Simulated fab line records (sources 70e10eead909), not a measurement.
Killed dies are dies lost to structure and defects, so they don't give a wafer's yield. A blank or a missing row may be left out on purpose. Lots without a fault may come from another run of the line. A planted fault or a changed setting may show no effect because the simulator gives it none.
What tool caused it? || flow nand harc || Sampling: 12 lots, 36 wafers, 4 of 1159 route steps

WHAT THE GAUGES SHOWED, per wafer
The record holds no reading of a measuring or inspecting step that can be judged against a usual standard deviation.

WHICH TOOL RAN EACH LOT (tool, then ch and the chambers of the sampled wafers, then the start)
{"lot": "L777", "NHARC_P_GATE_DEP_103": "pecvd-03 ch 1,2, day 4 12:56", "NHARC_P_CONTACT_ETCH_31": "rie diel-11 ch 0,3, day 5 12:10", "NHARC_P_CONTACT_CVD_23": "cvd w-02 ch 0,1, day 5 21:47 or earlier", "NHARC_P_M0_PRE_CLEAN_31": "pecvd-01 ch 0,1,2, day 5 21:47"}
{"lot": "L778", "NHARC_P_GATE_DEP_103": "pecvd-01 ch 0,2, day 4 13:01", "NHARC_P_CONTACT_ETCH_31": "rie diel-08 ch 0,1,3, day 5 12:49", "NHARC_P_CONTACT_CVD_23": "cvd w-02 ch 0,1, day 5 22:23 or earlier", "NHARC_P_M0_PRE_CLEAN_31": "pecvd-01 ch 0,2, day 5 22:23"}
{"lot": "L780", "NHARC_P_GATE_DEP_103": "pecvd-01 ch 0,1,2, day 5 03:52", "NHARC_P_CONTACT_ETCH_31": "rie diel-08 ch 1,2,3, day 6 01:40", "NHARC_P_CONTACT_CVD_23": "cvd w-02 ch 0,1, day 6 16:53 or earlier", "NHARC_P_M0_PRE_CLEAN_31": "pecvd-03 ch 0,1,2, day 6 16:53"}
{"lot": "L779", "NHARC_P_GATE_DEP_103": "pecvd-03 ch 0,1, day 5 03:53", "NHARC_P_CONTACT_ETCH_31": "rie diel-11 ch 0,1,3, day 6 02:10", "NHARC_P_CONTACT_CVD_23": "cvd w-02 ch 0,1, day 6 17:49 or earlier", "NHARC_P_M0_PRE_CLEAN_31": "pecvd-03 ch 0,1, day 6 17:49"}
{"lot": "L782", "NHARC_P_GATE_DEP_103": "pecvd-02 ch 0,1,2, day 5 18:44", "NHARC_P_CONTACT_ETCH_31": "rie diel-11 ch 0,3, day 6 16:11", "NHARC_P_CONTACT_CVD_23": "cvd w-02 ch 0,1, day 7 06:50 or earlier", "NHARC_P_M0_PRE_CLEAN_31": "pecvd-03 ch 1,2, day 7 06:50"}
{"lot": "L783", "NHARC_P_GATE_DEP_103": "pecvd-02 ch 0,1, day 6 02:10", "NHARC_P_CONTACT_ETCH_31": "rie diel-08 ch 0,1,3, day 6 23:37", "NHARC_P_CONTACT_CVD_23": "cvd w-02 ch 0,1, day 7 07:13 or earlier", "NHARC_P_M0_PRE_CLEAN_31": "pecvd-03 ch 0,2, day 7 07:13"}
{"lot": "L784", "NHARC_P_GATE_DEP_103": "pecvd-03 ch 0,1,2, day 6 14:00", "NHARC_P_CONTACT_ETCH_31": "rie diel-08 ch 0,2,3, day 7 12:05", "NHARC_P_CONTACT_CVD_23": "cvd w-02 ch 0,1, day 7 18:52 or earlier", "NHARC_P_M0_PRE_CLEAN_31": "pecvd-03 ch 0,1,2, day 7 18:52"}
{"lot": "L786", "NHARC_P_GATE_DEP_103": "pecvd-01 ch 0,2, day 6 19:59", "NHARC_P_CONTACT_ETCH_31": "rie diel-11 ch 0,1, day 7 21:11", "NHARC_P_CONTACT_CVD_23": "cvd w-01 ch 0,1, day 8 09:10 or earlier", "NHARC_P_M0_PRE_CLEAN_31": "pecvd-01 ch 1,2, day 8 09:10"}
{"lot": "L787", "NHARC_P_GATE_DEP_103": "pecvd-03 ch 0,1,2, day 7 09:04", "NHARC_P_CONTACT_ETCH_31": "rie diel-08 ch 0,1, day 8 07:04", "NHARC_P_CONTACT_CVD_23": "cvd w-01 ch 0,1, day 8 10:07", "NHARC_P_M0_PRE_CLEAN_31": "pecvd-03 ch 0,1,2, day 8 14:43"}
{"lot": "L789", "NHARC_P_GATE_DEP_103": "pecvd-01 ch 0,1, day 7 23:58", "NHARC_P_CONTACT_ETCH_31": "rie diel-08 ch 0,2,3, day 9 00:25", "NHARC_P_CONTACT_CVD_23": "cvd w-02 ch 0,1, day 9 06:28 or earlier", "NHARC_P_M0_PRE_CLEAN_31": "pecvd-01 ch 0,1, day 9 06:28"}
{"lot": "L788", "NHARC_P_GATE_DEP_103": "pecvd-03 ch 0,2, day 8 00:40", "NHARC_P_CONTACT_ETCH_31": "rie diel-08 ch 1,2,3, day 8 23:07", "NHARC_P_CONTACT_CVD_23": "cvd w-01 ch 0,1, day 9 05:16 or earlier", "NHARC_P_M0_PRE_CLEAN_31": "pecvd-03 ch 0,1, day 9 05:16"}
{"lot": "L798", "NHARC_P_GATE_DEP_103": "pecvd-03 ch 0,2, day 9 16:40", "NHARC_P_CONTACT_ETCH_31": "rie diel-11 ch 0,2, day 10 14:43", "NHARC_P_CONTACT_CVD_23": "cvd w-02 ch 0,1, day 10 22:51 or earlier", "NHARC_P_M0_PRE_CLEAN_31": "pecvd-03 ch 1,2, day 10 22:51"}
- NHARC_P_GATE_DEP_103: deposits SiON, target thk 30 nm.
- NHARC_P_CONTACT_ETCH_31: etches the open film in CH3F/O2, target depth 30 nm, time 85.7 s.
- NHARC_P_CONTACT_CVD_23: deposits W, target thk 200 nm, time 557 s.
- NHARC_P_M0_PRE_CLEAN_31: time 12 s.

WHAT THE TOOLS THEMSELVES READ (means of the sampled wafers that have a number; where no wafer has one, the mark that the record gives instead)
NHARC_P_GATE_DEP_103.
{"lot": "L777", "tool": "pecvd-03", "heater power w (W)": 818}
{"lot": "L778", "tool": "pecvd-01", "heater power w (W)": 759}
{"lot": "L780", "tool": "pecvd-01", "heater power w (W)": 716}
{"lot": "L779", "tool": "pecvd-03", "heater power w (W)": 649}
{"lot": "L782", "tool": "pecvd-02", "heater power w (W)": 838}
{"lot": "L783", "tool": "pecvd-02", "heater power w (W)": 759}
{"lot": "L784", "tool": "pecvd-03", "heater power w (W)": 754}
{"lot": "L786", "tool": "pecvd-01", "heater power w (W)": 774}
{"lot": "L787", "tool": "pecvd-03", "heater power w (W)": 732}
{"lot": "L789", "tool": "pecvd-01", "heater power w (W)": 683}
{"lot": "L788", "tool": "pecvd-03", "heater power w (W)": 643}
{"lot": "L798", "tool": "pecvd-03", "heater power w (W)": 757}

NHARC_P_CONTACT_ETCH_31.
{"lot": "L777", "tool": "rie diel-11", "ch3f flow sccm (sccm)": 50.03, "drypump motor current A (A)": 5.5, "oes product au (a.u.)": 0.979, "rf vpp V (V)": 246.4, "run length s (s)": 107.1, "showerhead plenum p Torr (Torr)": 2.58, "throttle valve pct (%)": 20.672}
{"lot": "L778", "tool": "rie diel-08", "ch3f flow sccm (sccm)": 50.04, "drypump motor current A (A)": 5.2, "oes product au (a.u.)": 0.967, "rf vpp V (V)": 241.8, "run length s (s)": 107.3, "showerhead plenum p Torr (Torr)": 2.32, "throttle valve pct (%)": 20.660}
{"lot": "L780", "tool": "rie diel-08", "ch3f flow sccm (sccm)": 50.00, "drypump motor current A (A)": 5.5, "oes product au (a.u.)": 0.976, "rf vpp V (V)": 244.2, "run length s (s)": 107.1, "showerhead plenum p Torr (Torr)": 2.40, "throttle valve pct (%)": 20.671}
{"lot": "L779", "tool": "rie diel-11", "ch3f flow sccm (sccm)": 50.06, "drypump motor current A (A)": 5.5, "oes product au (a.u.)": 0.963, "rf vpp V (V)": 246.1, "run length s (s)": 107.1, "showerhead plenum p Torr (Torr)": 2.58, "throttle valve pct (%)": 20.661}
{"lot": "L782", "tool": "rie diel-11", "ch3f flow sccm (sccm)": 50.09, "drypump motor current A (A)": 5.7, "oes product au (a.u.)": 0.987, "rf vpp V (V)": 244.9, "run length s (s)": 107.0, "showerhead plenum p Torr (Torr)": 2.58, "throttle valve pct (%)": 20.665}
{"lot": "L783", "tool": "rie diel-08", "ch3f flow sccm (sccm)": 49.86, "drypump motor current A (A)": 5.3, "oes product au (a.u.)": 0.979, "rf vpp V (V)": 241.6, "run length s (s)": 107.4, "showerhead plenum p Torr (Torr)": 2.31, "throttle valve pct (%)": 20.660}
{"lot": "L784", "tool": "rie diel-08", "ch3f flow sccm (sccm)": 49.99, "drypump motor current A (A)": 5.1, "oes product au (a.u.)": 0.984, "rf vpp V (V)": 243.2, "run length s (s)": 107.3, "showerhead plenum p Torr (Torr)": 2.39, "throttle valve pct (%)": 20.662}
{"lot": "L786", "tool": "rie diel-11", "ch3f flow sccm (sccm)": 50.19, "drypump motor current A (A)": 5.7, "oes product au (a.u.)": 0.968, "rf vpp V (V)": 245.9, "run length s (s)": 106.7, "showerhead plenum p Torr (Torr)": 2.57, "throttle valve pct (%)": 20.663}
{"lot": "L787", "tool": "rie diel-08", "ch3f flow sccm (sccm)": 50.09, "drypump motor current A (A)": 5.5, "oes product au (a.u.)": 0.991, "rf vpp V (V)": 241.9, "run length s (s)": 107.2, "showerhead plenum p Torr (Torr)": 2.31, "throttle valve pct (%)": 20.671}
{"lot": "L789", "tool": "rie diel-08", "ch3f flow sccm (sccm)": 49.98, "drypump motor current A (A)": 5.2, "oes product au (a.u.)": 0.990, "rf vpp V (V)": 242.6, "run length s (s)": 107.3, "showerhead plenum p Torr (Torr)": 2.39, "throttle valve pct (%)": 20.664}
{"lot": "L788", "tool": "rie diel-08", "ch3f flow sccm (sccm)": 50.09, "drypump motor current A (A)": 5.5, "oes product au (a.u.)": 0.986, "rf vpp V (V)": 243.9, "run length s (s)": 107.0, "showerhead plenum p Torr (Torr)": 2.40, "throttle valve pct (%)": 20.661}
{"lot": "L798", "tool": "rie diel-11", "ch3f flow sccm (sccm)": 50.07, "drypump motor current A (A)": 6.1, "oes product au (a.u.)": 0.987, "rf vpp V (V)": 245.1, "run length s (s)": 92.7, "showerhead plenum p Torr (Torr)": 2.52, "throttle valve pct (%)": 20.654}

NHARC_P_CONTACT_CVD_23.
{"lot": "L777", "tool": "cvd w-02", "chamber pressure Torr (Torr)": 39.99, "heater power w (W)": 512, "mfc h2 sccm (sccm)": 1595, "throttle valve pct (%)": 7.92}
{"lot": "L778", "tool": "cvd w-02", "chamber pressure Torr (Torr)": 39.97, "heater power w (W)": 507, "mfc h2 sccm (sccm)": 1598, "throttle valve pct (%)": 7.93}
{"lot": "L780", "tool": "cvd w-02", "chamber pressure Torr (Torr)": 40.03, "heater power w (W)": 506, "mfc h2 sccm (sccm)": 1602, "throttle valve pct (%)": 7.88}
{"lot": "L779", "tool": "cvd w-02", "chamber pressure Torr (Torr)": 39.95, "heater power w (W)": 509, "mfc h2 sccm (sccm)": 1599, "throttle valve pct (%)": 7.97}
{"lot": "L782", "tool": "cvd w-02", "chamber pressure Torr (Torr)": 39.94, "heater power w (W)": 512, "mfc h2 sccm (sccm)": 1595, "throttle valve pct (%)": 7.87}
{"lot": "L783", "tool": "cvd w-02", "chamber pressure Torr (Torr)": 40.04, "heater power w (W)": 511, "mfc h2 sccm (sccm)": 1600, "throttle valve pct (%)": 8.19}
{"lot": "L784", "tool": "cvd w-02", "chamber pressure Torr (Torr)": 40.04, "heater power w (W)": 537, "mfc h2 sccm (sccm)": 1598, "throttle valve pct (%)": 7.99}
{"lot": "L786", "tool": "cvd w-01", "chamber pressure Torr (Torr)": 40.00, "heater power w (W)": 422, "mfc h2 sccm (sccm)": 1598, "throttle valve pct (%)": 7.78}
{"lot": "L787", "tool": "cvd w-01", "chamber pressure Torr (Torr)": 39.96, "heater power w (W)": 423, "mfc h2 sccm (sccm)": 1598, "throttle valve pct (%)": 7.50}
{"lot": "L789", "tool": "cvd w-02", "chamber pressure Torr (Torr)": 39.97, "heater power w (W)": 507, "mfc h2 sccm (sccm)": 1598, "throttle valve pct (%)": 7.91}
{"lot": "L788", "tool": "cvd w-01", "chamber pressure Torr (Torr)": 39.94, "heater power w (W)": 423, "mfc h2 sccm (sccm)": 1598, "throttle valve pct (%)": 7.69}
{"lot": "L798", "tool": "cvd w-02", "chamber pressure Torr (Torr)": 39.93, "heater power w (W)": 507, "mfc h2 sccm (sccm)": 1597, "throttle valve pct (%)": 7.82}

NHARC_P_M0_PRE_CLEAN_31.
{"lot": "L777", "tool": "pecvd-01", "heater power w (W)": 647}
{"lot": "L778", "tool": "pecvd-01", "heater power w (W)": 593}
{"lot": "L780", "tool": "pecvd-03", "heater power w (W)": 633}
{"lot": "L779", "tool": "pecvd-03", "heater power w (W)": 624}
{"lot": "L782", "tool": "pecvd-03", "heater power w (W)": 652}
{"lot": "L783", "tool": "pecvd-03", "heater power w (W)": 619}
{"lot": "L784", "tool": "pecvd-03", "heater power w (W)": 611}
{"lot": "L786", "tool": "pecvd-01", "heater power w (W)": 674}
{"lot": "L787", "tool": "pecvd-03", "heater power w (W)": 664}
{"lot": "L789", "tool": "pecvd-01", "heater power w (W)": 647}
{"lot": "L788", "tool": "pecvd-03", "heater power w (W)": 575}
{"lot": "L798", "tool": "pecvd-03", "heater power w (W)": 720}

THE ANSWER, worked out from the rows above alone
Rule: what is usual is taken from the lots themselves. The widest of any qualifying gaps counts: lots, ordered by their means at a reading, are off when they make up no more than a third of the lots, leave a main group of 4 or more, and stand apart from it by 3 or more times the standard deviation of that group's means. A main group is skipped when, at the precision printed for the reading in the tables above, its means are all equal. A lot without any number at a reading at which 4 lots or more have one is off too. All remaining lots with rows at the step are treated as sound. Order of review: gauges by route order, followed by the tools' own readings, for which a lot's mean as printed above is used. The first step at which some lot is off is used, and at that step the reading that is off furthest; a lot without a number counts as furthest.
Off: L798 (NHARC_P_CONTACT_ETCH_31, run length s). Mean 107.1 s and standard deviation 0.19 in the main group.
If a tool, at that step or one of the process steps before it, ran each lot that is off and ran no sound lot following the first of them, it fits. 2 tools fit, pecvd-03 at NHARC_P_GATE_DEP_103 and rie diel-11 at NHARC_P_CONTACT_ETCH_31, so this cannot tell which one it is.

WHAT THE SIMULATOR HAD PUT IN
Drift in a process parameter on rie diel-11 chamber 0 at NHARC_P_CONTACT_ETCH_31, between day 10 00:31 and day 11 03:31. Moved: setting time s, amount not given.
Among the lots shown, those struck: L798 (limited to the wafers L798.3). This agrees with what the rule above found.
